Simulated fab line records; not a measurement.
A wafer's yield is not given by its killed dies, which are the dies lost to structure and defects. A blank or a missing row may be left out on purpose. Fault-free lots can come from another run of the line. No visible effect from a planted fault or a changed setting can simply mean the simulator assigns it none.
fab line records / flow nandHarc
[record] lots = 6 wafers = 18 lastDay = 24
route steps=1159 shown A_SOURCE_PLATE@418 A_ONON_D1@424 END@1159
lots that met no fault: taken from a fault-free run of the same line
startH: hours from the record's first day to the start of the lot's first wafer shown / waitH: hours from the lot's prior step to this one / " same as the row above / L1.1+2: a single row standing in for several wafers / - value missing, or start not given / * or withheld: withheld / < > ~ a bound
route shown NAME@n: names a module that has steps shown in the file, with the first one's number in the route / usual: the fault-free wafers' mean and standard deviation / same: alike in all rows / chamber/n: place in a boat / sites: readings site by site / _std_site: the values' standard deviation / _edge_site: inner sites' mean taken away from outer sites' mean / radiusMm: how far each site lies from the wafer's centre / mask NAME#n: copy n / behind: the last tool/chamber to shape the wafer / hold: reason for holding the lot/hours on hold/outcome of the hold / device: which transistor (n, p or np) failed to switch / end of line: tests of these same wafers at the route's end / step lacking rows: just its recipe / killed: the dies lost at the first sort to structure and to defects; this is not the yield of the wafer / map: per-die view of a wafer (x killed, . not killed, _ where there is no die)
set.NAME: the run value of the setting; set.NAME@STEP: its run value at that earlier step / model.NAME: the simulator's own value behind a step, which no gauge read
lots at some steps of the route; a table a step, a row a wafer
services: a tool's chamber out of use, with start hour (startH, from the record's first day; less than 0 if before it), hours out, and reason
[[steps]]
[step NHARC_A_SOURCE_PLATE_CVD_03]
[recipe] targetThkA = 2000 tempC = 620 pressureMtorr = 200 timeS = 4000 material = poly-Si
[step NHARC_A_SOURCE_PLATE_ANNEAL_05]
[recipe] tempC = 850 timeS = 1800
[step NHARC_A_SOURCE_PLATE_THK_MEAS_06]
[recipe] thkMeasGauge = ellipsometry
[usual] thkNm = 199.4/1.8
lot.wafer=L211.3 tool=filmMetro-01 chamber=- startH=158.19 waitH=0.4 thkNm=197.8
lot.wafer=L211.4 tool=filmMetro-01 chamber=- startH=158.19 waitH=0.4 thkNm=197.3
lot.wafer=L211.5 tool=filmMetro-01 chamber=- startH=158.19 waitH=0.4 thkNm=196.7
lot.wafer=L217.3 tool=filmMetro-02 chamber=- startH=207.60 waitH=0.4 thkNm=199.5
lot.wafer=L217.5 tool=filmMetro-02 chamber=- startH=207.60 waitH=0.4 thkNm=195.8
lot.wafer=L217.6 tool=filmMetro-02 chamber=- startH=207.60 waitH=0.4 thkNm=199.1
lot.wafer=L220.1 tool=filmMetro-02 chamber=- startH=239.72 waitH=0.4 thkNm=197.2
lot.wafer=L220.2 tool=filmMetro-02 chamber=- startH=239.72 waitH=0.4 thkNm=201.7
lot.wafer=L220.6 tool=filmMetro-02 chamber=- startH=239.72 waitH=0.4 thkNm=199.3
lot.wafer=L225.1 tool=filmMetro-01 chamber=- startH=259.97 waitH=0.4 thkNm=201.2
lot.wafer=L225.3 tool=filmMetro-01 chamber=- startH=259.97 waitH=0.4 thkNm=200.2
lot.wafer=L225.5 tool=filmMetro-01 chamber=- startH=259.97 waitH=0.4 thkNm=199.3
lot.wafer=L230.2 tool=filmMetro-01 chamber=- startH=283.86 waitH=0.4 thkNm=200.5
lot.wafer=L230.3 tool=filmMetro-01 chamber=- startH=283.86 waitH=0.4 thkNm=199.7
lot.wafer=L230.5 tool=filmMetro-01 chamber=- startH=283.86 waitH=0.4 thkNm=200.3
lot.wafer=L232.3 tool=filmMetro-02 chamber=- startH=283.86 waitH=0.4 thkNm=197.2
lot.wafer=L232.4 tool=filmMetro-02 chamber=- startH=283.86 waitH=0.4 thkNm=198.4
lot.wafer=L232.6 tool=filmMetro-02 chamber=- startH=283.86 waitH=0.4 thkNm=200.3
[step NHARC_A_SOURCE_PLATE_INSPECT_08]
[usual] rawDefectCount = 56/24
lot.wafer=L211.3 tool=defectInspect-01 chamber=- startH=158.25 waitH=0.0 rawDefectCount=45
lot.wafer=L211.4 tool=defectInspect-01 chamber=- startH=158.25 waitH=0.0 rawDefectCount=29
lot.wafer=L211.5 tool=defectInspect-01 chamber=- startH=158.25 waitH=0.0 rawDefectCount=75
lot.wafer=L217.3 tool=defectInspect-02 chamber=- startH=207.66 waitH=0.0 rawDefectCount=33
lot.wafer=L217.5 tool=defectInspect-02 chamber=- startH=207.66 waitH=0.0 rawDefectCount=61
lot.wafer=L217.6 tool=defectInspect-02 chamber=- startH=207.66 waitH=0.0 rawDefectCount=43
lot.wafer=L220.1 tool=defectInspect-02 chamber=- startH=239.81 waitH=0.0 rawDefectCount=66
lot.wafer=L220.2 tool=defectInspect-02 chamber=- startH=239.81 waitH=0.0 rawDefectCount=87
lot.wafer=L220.6 tool=defectInspect-02 chamber=- startH=239.81 waitH=0.0 rawDefectCount=77
lot.wafer=L225.1 tool=defectInspect-02 chamber=- startH=260.05 waitH=0.0 rawDefectCount=77
lot.wafer=L225.3 tool=defectInspect-02 chamber=- startH=260.05 waitH=0.0 rawDefectCount=79
lot.wafer=L225.5 tool=defectInspect-02 chamber=- startH=260.05 waitH=0.0 rawDefectCount=127
lot.wafer=L232.3 tool=defectInspect-02 chamber=- startH=283.92 waitH=0.0 rawDefectCount=44
lot.wafer=L232.4 tool=defectInspect-02 chamber=- startH=283.92 waitH=0.0 rawDefectCount=26
lot.wafer=L232.6 tool=defectInspect-02 chamber=- startH=283.92 waitH=0.0 rawDefectCount=36
lot.wafer=L230.2 tool=defectInspect-01 chamber=- startH=283.94 waitH=0.0 rawDefectCount=82
lot.wafer=L230.3 tool=defectInspect-01 chamber=- startH=283.94 waitH=0.0 rawDefectCount=100
lot.wafer=L230.5 tool=defectInspect-01 chamber=- startH=283.94 waitH=0.0 rawDefectCount=117
[step NHARC_A_ONON_D1_DEP_00]
[recipe] targetThkA = 10000 n2FlowSccm = 2750 n2oFlowSccm = 2000 nh3FlowSccm = 500 sih4FlowSccm = 210 tempC = 400
[step NHARC_A_ONON_D1_THK_MEAS_02]
[recipe] thkMeasGauge = ellipsometry
[usual] thkNm = 1000/7.2
lot.wafer=L211.3 tool=filmMetro-02 chamber=- startH=158.83 waitH=- thkNm=1004
lot.wafer=L211.4 tool=filmMetro-02 chamber=- startH=158.83 waitH=- thkNm=1002
lot.wafer=L211.5 tool=filmMetro-02 chamber=- startH=158.83 waitH=- thkNm=1000
lot.wafer=L217.3 tool=filmMetro-01 chamber=- startH=208.24 waitH=- thkNm=1000
lot.wafer=L217.5 tool=filmMetro-01 chamber=- startH=208.24 waitH=- thkNm=1000
lot.wafer=L217.6 tool=filmMetro-01 chamber=- startH=208.24 waitH=- thkNm=1001
lot.wafer=L220.1 tool=filmMetro-02 chamber=- startH=240.38 waitH=- thkNm=1002
lot.wafer=L220.2 tool=filmMetro-02 chamber=- startH=240.38 waitH=- thkNm=1002
lot.wafer=L220.6 tool=filmMetro-02 chamber=- startH=240.38 waitH=- thkNm=1001
lot.wafer=L225.1 tool=filmMetro-02 chamber=- startH=260.63 waitH=- thkNm=988
lot.wafer=L225.3 tool=filmMetro-02 chamber=- startH=260.63 waitH=- thkNm=987
lot.wafer=L225.5 tool=filmMetro-02 chamber=- startH=260.63 waitH=- thkNm=988
lot.wafer=L232.3 tool=filmMetro-02 chamber=- startH=284.49 waitH=- thkNm=1019
lot.wafer=L232.4 tool=filmMetro-02 chamber=- startH=284.49 waitH=- thkNm=1018
lot.wafer=L232.6 tool=filmMetro-02 chamber=- startH=284.49 waitH=- thkNm=1018
lot.wafer=L230.2 tool=filmMetro-02 chamber=- startH=284.52 waitH=- thkNm=1005
lot.wafer=L230.3 tool=filmMetro-02 chamber=- startH=284.52 waitH=- thkNm=1004
lot.wafer=L230.5 tool=filmMetro-02 chamber=- startH=284.52 waitH=- thkNm=1004
[step NHARC_A_ONON_D1_DEP_03]
[recipe] targetThkA = 10000 n2FlowSccm = 2750 n2oFlowSccm = 2000 nh3FlowSccm = 500 sih4FlowSccm = 210 tempC = 400
[step NHARC_A_ONON_D1_THK_MEAS_05]
[recipe] thkMeasGauge = ellipsometry
[usual] thkNm = 1001/6.2
lot.wafer=L211.3 tool=filmMetro-02 chamber=- startH=159.39 waitH=- thkNm=1014
lot.wafer=L211.4 tool=filmMetro-02 chamber=- startH=159.39 waitH=- thkNm=1015
lot.wafer=L211.5 tool=filmMetro-02 chamber=- startH=159.39 waitH=- thkNm=1015
lot.wafer=L217.3 tool=filmMetro-01 chamber=- startH=208.83 waitH=- thkNm=1002
lot.wafer=L217.5 tool=filmMetro-01 chamber=- startH=208.83 waitH=- thkNm=1005
lot.wafer=L217.6 tool=filmMetro-01 chamber=- startH=208.83 waitH=- thkNm=1005
lot.wafer=L220.1 tool=filmMetro-02 chamber=- startH=240.94 waitH=- thkNm=1005
lot.wafer=L220.2 tool=filmMetro-02 chamber=- startH=240.94 waitH=- thkNm=1003
lot.wafer=L220.6 tool=filmMetro-02 chamber=- startH=240.94 waitH=- thkNm=1004
lot.wafer=L225.1 tool=filmMetro-02 chamber=- startH=261.19 waitH=- thkNm=990
lot.wafer=L225.3 tool=filmMetro-02 chamber=- startH=261.19 waitH=- thkNm=991
lot.wafer=L225.5 tool=filmMetro-02 chamber=- startH=261.19 waitH=- thkNm=992
lot.wafer=L232.3 tool=filmMetro-01 chamber=- startH=285.06 waitH=- thkNm=1008
lot.wafer=L232.4 tool=filmMetro-01 chamber=- startH=285.06 waitH=- thkNm=1005
lot.wafer=L232.6 tool=filmMetro-01 chamber=- startH=285.06 waitH=- thkNm=1007
lot.wafer=L230.2 tool=filmMetro-02 chamber=- startH=285.08 waitH=- thkNm=989
lot.wafer=L230.3 tool=filmMetro-02 chamber=- startH=285.08 waitH=- thkNm=989
lot.wafer=L230.5 tool=filmMetro-02 chamber=- startH=285.08 waitH=- thkNm=990
[step NHARC_A_ONON_D1_DEP_06]
[recipe] targetThkA = 10000 n2FlowSccm = 2750 n2oFlowSccm = 2000 nh3FlowSccm = 500 sih4FlowSccm = 210 tempC = 400
[step NHARC_A_ONON_D1_THK_MEAS_08]
[recipe] thkMeasGauge = ellipsometry
[usual] thkNm = 1000/12
lot.wafer=L211.3 tool=filmMetro-02 chamber=- startH=159.96 waitH=- thkNm=1002
lot.wafer=L211.4 tool=filmMetro-02 chamber=- startH=159.96 waitH=- thkNm=1001
lot.wafer=L211.5 tool=filmMetro-02 chamber=- startH=159.96 waitH=- thkNm=1000
lot.wafer=L217.3 tool=filmMetro-01 chamber=- startH=209.39 waitH=- thkNm=985
lot.wafer=L217.5 tool=filmMetro-01 chamber=- startH=209.39 waitH=- thkNm=985
lot.wafer=L217.6 tool=filmMetro-01 chamber=- startH=209.39 waitH=- thkNm=985
lot.wafer=L220.1 tool=filmMetro-01 chamber=- startH=241.52 waitH=- thkNm=993
lot.wafer=L220.2 tool=filmMetro-01 chamber=- startH=241.52 waitH=- thkNm=991
lot.wafer=L220.6 tool=filmMetro-01 chamber=- startH=241.52 waitH=- thkNm=994
lot.wafer=L225.1 tool=filmMetro-01 chamber=- startH=261.76 waitH=- thkNm=1009
lot.wafer=L225.3 tool=filmMetro-01 chamber=- startH=261.76 waitH=- thkNm=1007
lot.wafer=L225.5 tool=filmMetro-01 chamber=- startH=261.76 waitH=- thkNm=1011
lot.wafer=L232.3 tool=filmMetro-01 chamber=- startH=285.63 waitH=- thkNm=978
lot.wafer=L232.4 tool=filmMetro-01 chamber=- startH=285.63 waitH=- thkNm=978
lot.wafer=L232.6 tool=filmMetro-01 chamber=- startH=285.63 waitH=- thkNm=975
lot.wafer=L230.2 tool=filmMetro-02 chamber=- startH=285.65 waitH=- thkNm=1013
lot.wafer=L230.3 tool=filmMetro-02 chamber=- startH=285.65 waitH=- thkNm=1009
lot.wafer=L230.5 tool=filmMetro-02 chamber=- startH=285.65 waitH=- thkNm=1009
[step NHARC_A_ONON_D1_DEP_09]
[recipe] targetThkA = 10000 n2FlowSccm = 2750 n2oFlowSccm = 2000 nh3FlowSccm = 500 sih4FlowSccm = 210 tempC = 400
lot.wafer=L211.3+4+5 tool=pecvdOnon-04 chamber=0 startH=160.13 waitH=0.2
lot.wafer=L217.3+5+6 tool=pecvdOnon-01 chamber=0 startH=209.56 waitH=0.2
lot.wafer=L220.1+2+6 tool=pecvdOnon-01 chamber=0 startH=241.57 waitH=0.1
lot.wafer=L225.1+3+5 tool=pecvdOnon-01 chamber=0 startH=261.82 waitH=0.1
lot.wafer=L230.2+3+5 tool=pecvdOnon-03 chamber=0 startH=285.77 waitH=0.1
lot.wafer=L232.3+4+6 tool=pecvdOnon-04 chamber=0 startH=285.81 waitH=0.2
[step NHARC_A_ONON_D1_THK_MEAS_11]
[recipe] thkMeasGauge = ellipsometry
[usual] thkNm = 1002/9.8
lot.wafer=L211.3 tool=filmMetro-01 chamber=- startH=160.53 waitH=- thkNm=1012
lot.wafer=L211.4 tool=filmMetro-01 chamber=- startH=160.53 waitH=- thkNm=1015
lot.wafer=L211.5 tool=filmMetro-01 chamber=- startH=160.53 waitH=- thkNm=1011
lot.wafer=L217.3 tool=filmMetro-01 chamber=- startH=209.96 waitH=- thkNm=1008
lot.wafer=L217.5 tool=filmMetro-01 chamber=- startH=209.96 waitH=- thkNm=1007
lot.wafer=L217.6 tool=filmMetro-01 chamber=- startH=209.96 waitH=- thkNm=1006
lot.wafer=L220.1 tool=filmMetro-01 chamber=- startH=242.08 waitH=- thkNm=625
lot.wafer=L220.2 tool=filmMetro-01 chamber=- startH=242.08 waitH=- thkNm=625
lot.wafer=L220.6 tool=filmMetro-01 chamber=- startH=242.08 waitH=- thkNm=624
lot.wafer=L225.1 tool=filmMetro-01 chamber=- startH=262.32 waitH=- thkNm=631
lot.wafer=L225.3 tool=filmMetro-01 chamber=- startH=262.32 waitH=- thkNm=630
lot.wafer=L225.5 tool=filmMetro-01 chamber=- startH=262.32 waitH=- thkNm=630
lot.wafer=L232.3 tool=filmMetro-01 chamber=- startH=286.20 waitH=- thkNm=1008
lot.wafer=L232.4 tool=filmMetro-01 chamber=- startH=286.20 waitH=- thkNm=1009
lot.wafer=L232.6 tool=filmMetro-01 chamber=- startH=286.20 waitH=- thkNm=1009
lot.wafer=L230.2 tool=filmMetro-02 chamber=- startH=286.22 waitH=- thkNm=980
lot.wafer=L230.3 tool=filmMetro-02 chamber=- startH=286.22 waitH=- thkNm=980
lot.wafer=L230.5 tool=filmMetro-02 chamber=- startH=286.22 waitH=- thkNm=980
[step NHARC_A_ONON_D1_DEP_12]
[recipe] targetThkA = 10000 n2FlowSccm = 2750 n2oFlowSccm = 2000 nh3FlowSccm = 500 sih4FlowSccm = 210 tempC = 400
[step NHARC_END_SORT_01]
[recipe] tempC = 25
[usual] killedAtArray = 27/11 killedAtOther = 0.6/0.89 killedAtPeriphery = 3.0/2.4 killedDies = 31/12 killedOpen = 3.2/1.6 killedShort = 2.0/1.5
[same] grossDies = 677
lot.wafer=L220.1 tool=prober-02 chamber=0 startH=524.76 waitH=2.5 killedAtArray=675 killedAtOther=0 killedAtPeriphery=2 killedDies=677 killedOpen=8 killedShort=1
lot.wafer=L220.2 tool=prober-02 chamber=0 startH=525.56 waitH=2.8 killedAtArray=673 killedAtOther=2 killedAtPeriphery=2 killedDies=677 killedOpen=3 killedShort=3
lot.wafer=L220.6 tool=prober-02 chamber=0 startH=528.73 waitH=4.0 killedAtArray=673 killedAtOther=0 killedAtPeriphery=4 killedDies=677 killedOpen=3 killedShort=0
lot.wafer=L225.1 tool=prober-01 chamber=0 startH=547.66 waitH=2.5 killedAtArray=677 killedAtOther=0 killedAtPeriphery=0 killedDies=677 killedOpen=4 killedShort=2
lot.wafer=L225.3 tool=prober-01 chamber=0 startH=549.27 waitH=3.1 killedAtArray=675 killedAtOther=0 killedAtPeriphery=2 killedDies=677 killedOpen=2 killedShort=2
lot.wafer=L225.5 tool=prober-01 chamber=0 startH=550.87 waitH=3.7 killedAtArray=674 killedAtOther=0 killedAtPeriphery=3 killedDies=677 killedOpen=1 killedShort=1
// killed by level:class
L220.1 A_ONON_D1:areaDep=660 A_CHANNEL_HOLE_D1:chamberFilmFlake=4 A_CHANNEL_FILL_D1:geometricParticle:open=2 A_CONTACT:geometricParticle:open=2 A_CONTACT:chamberFilmFlake=2 P_M0:geometricParticle:short=1 A_CHANNEL_HOLE_D1:geometricParticle:open=1 A_WL_FILL:geometricParticle:open=1
L220.2 A_ONON_D1:areaDep=664 A_CHANNEL_HOLE_D1:chamberFilmFlake=3 P_STI:chamberFilmFlake=2 STARTING-WAFER:geometricParticle:short=2 A_CHANNEL_HOLE_D1:geometricParticle:open=1 A_CHANNEL_FILL_D1:geometricParticle:open=1 A_CHANNEL_FILL_D1:geometricParticle:short=1 A_M1:geometricParticle:open=1
L220.6 A_ONON_D1:areaDep=659 A_CHANNEL_HOLE_D1:chamberFilmFlake=6 A_STAIRCASE:chamberFilmFlake=3 P_M0:geometricParticle:open=2 P_STI:chamberFilmFlake=2 A_CONTACT:chamberFilmFlake=2 A_M0:geometricParticle:open=1 A_SLIT:chamberFilmFlake=1
L225.1 A_ONON_D1:areaDep=626 A_SLIT:chamberFilmFlake=19 A_CHANNEL_HOLE_D1:chamberFilmFlake=18 A_CONTACT:chamberFilmFlake=4 A_CONTACT:geometricParticle:open=2 A_ZERO_WELL:chamberFilmFlake=2 A_STAIRCASE:chamberFilmFlake=2 A_SOURCE_PLATE:geometricParticle:short=1
L225.3 A_ONON_D1:areaDep=627 A_CHANNEL_HOLE_D1:chamberFilmFlake=18 A_SLIT:chamberFilmFlake=15 A_STAIRCASE:chamberFilmFlake=5 A_CONTACT:chamberFilmFlake=5 A_ONON_D1:geometricParticle:open=1 A_ONON_D1:geometricParticle:short=1 A_CONTACT:geometricParticle:open=1
L225.5 A_ONON_D1:areaDep=618 A_CHANNEL_HOLE_D1:chamberFilmFlake=21 A_SLIT:chamberFilmFlake=13 A_CHANNEL_FILL_D1:chamberFilmFlake=6 A_CONTACT:chamberFilmFlake=6 A_STAIRCASE:chamberFilmFlake=5 A_WL_FILL:chamberFilmFlake=2 A_CONTACT:geometricParticle:short=1
// map L220.1 (x killed, . not)
____________x____________
_________xxxxxxx_________
_______xxxxxxxxxxx_______
______xxxxxxxxxxxxx______
_____xxxxxxxxxxxxxxx_____
____xxxxxxxxxxxxxxxxx____
____xxxxxxxxxxxxxxxxx____
___xxxxxxxxxxxxxxxxxxx___
___xxxxxxxxxxxxxxxxxxx___
__xxxxxxxxxxxxxxxxxxxxx__
__xxxxxxxxxxxxxxxxxxxxx__
_xxxxxxxxxxxxxxxxxxxxxxx_
_xxxxxxxxxxxxxxxxxxxxxxx_
_xxxxxxxxxxxxxxxxxxxxxxx_
_xxxxxxxxxxxxxxxxxxxxxxx_
_xxxxxxxxxxxxxxxxxxxxxxx_
xxxxxxxxxxxxxxxxxxxxxxxxx
xxxxxxxxxxxxxxxxxxxxxxxxx
xxxxxxxxxxxxxxxxxxxxxxxxx
xxxxxxxxxxxxxxxxxxxxxxxxx
xxxxxxxxxxxxxxxxxxxxxxxxx
_xxxxxxxxxxxxxxxxxxxxxxx_
_xxxxxxxxxxxxxxxxxxxxxxx_
_xxxxxxxxxxxxxxxxxxxxxxx_
_xxxxxxxxxxxxxxxxxxxxxxx_
_xxxxxxxxxxxxxxxxxxxxxxx_
__xxxxxxxxxxxxxxxxxxxxx__
__xxxxxxxxxxxxxxxxxxxxx__
___xxxxxxxxxxxxxxxxxxx___
___xxxxxxxxxxxxxxxxxxx___
____xxxxxxxxxxxxxxxxx____
____xxxxxxxxxxxxxxxxx____
_____xxxxxxxxxxxxxxx_____
______xxxxxxxxxxxxx______
_______xxxxxxxxxxx_______
_________xxxxxxx_________
____________x____________
// map L225.1 (x killed, . not)
____________x____________
_________xxxxxxx_________
_______xxxxxxxxxxx_______
______xxxxxxxxxxxxx______
_____xxxxxxxxxxxxxxx_____
____xxxxxxxxxxxxxxxxx____
____xxxxxxxxxxxxxxxxx____
___xxxxxxxxxxxxxxxxxxx___
___xxxxxxxxxxxxxxxxxxx___
__xxxxxxxxxxxxxxxxxxxxx__
__xxxxxxxxxxxxxxxxxxxxx__
_xxxxxxxxxxxxxxxxxxxxxxx_
_xxxxxxxxxxxxxxxxxxxxxxx_
_xxxxxxxxxxxxxxxxxxxxxxx_
_xxxxxxxxxxxxxxxxxxxxxxx_
_xxxxxxxxxxxxxxxxxxxxxxx_
xxxxxxxxxxxxxxxxxxxxxxxxx
xxxxxxxxxxxxxxxxxxxxxxxxx
xxxxxxxxxxxxxxxxxxxxxxxxx
xxxxxxxxxxxxxxxxxxxxxxxxx
xxxxxxxxxxxxxxxxxxxxxxxxx
_xxxxxxxxxxxxxxxxxxxxxxx_
_xxxxxxxxxxxxxxxxxxxxxxx_
_xxxxxxxxxxxxxxxxxxxxxxx_
_xxxxxxxxxxxxxxxxxxxxxxx_
_xxxxxxxxxxxxxxxxxxxxxxx_
__xxxxxxxxxxxxxxxxxxxxx__
__xxxxxxxxxxxxxxxxxxxxx__
___xxxxxxxxxxxxxxxxxxx___
___xxxxxxxxxxxxxxxxxxx___
____xxxxxxxxxxxxxxxxx____
____xxxxxxxxxxxxxxxxx____
_____xxxxxxxxxxxxxxx_____
______xxxxxxxxxxxxx______
_______xxxxxxxxxxx_______
_________xxxxxxx_________
____________x____________
[[services]]
tool=pecvdOnon-03 chamber=- startH=153.00 hours=13.0 kind=pm
tool=pecvdOnon-01 chamber=- startH=195.46 hours=13.0 kind=pm
tool=pecvdOnon-04 chamber=- startH=237.09 hours=13.0 kind=pm
[[key]]
[firstSign] step = NHARC_A_ONON_D1_THK_MEAS_11 reading = thkNm direction = down sigmas = 38 usual = 1002 struck = 628
[effect] step = NHARC_END_SORT_01 reading = killedAtArray direction = up sigmas = 59 usual = 27 struck = 674
[moreKillsBornAt] NHARC_A_ONON_D1_DEP_09@pecvdOnon-01 = 3854
metAt NHARC_A_ONON_D1_DEP_09
struckWafers L220.1,L220.2,L220.6,L225.1,L225.3,L225.5
laterRowsLeftOut L220.1,L220.2,L220.6,L225.1,L225.3,L225.5
testerLeftOut L220,L225
onsetBetween 209.56 241.57
[fault] kind = processParameterDrift tool = pecvdOnon-01 chamber = 0 onsetH = 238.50 steps = NHARC_A_ONON_D1_DEP_09 channel = targetThkA offset = * shape = step endH = 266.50 actsIn = * stated = *
// testerLeftOut: of these lots the tester's yield and bins aren't shown, on N5 and GAA mostly nor the transistor test; their killed dies are dies lost to structure and defects alone, not to doping, threshold or leakage, so they don't give the yield
// laterRowsLeftOut: the simulator's readings of these wafers behind a module that went badly wrong aren't trusted and aren't shown, but for the sort
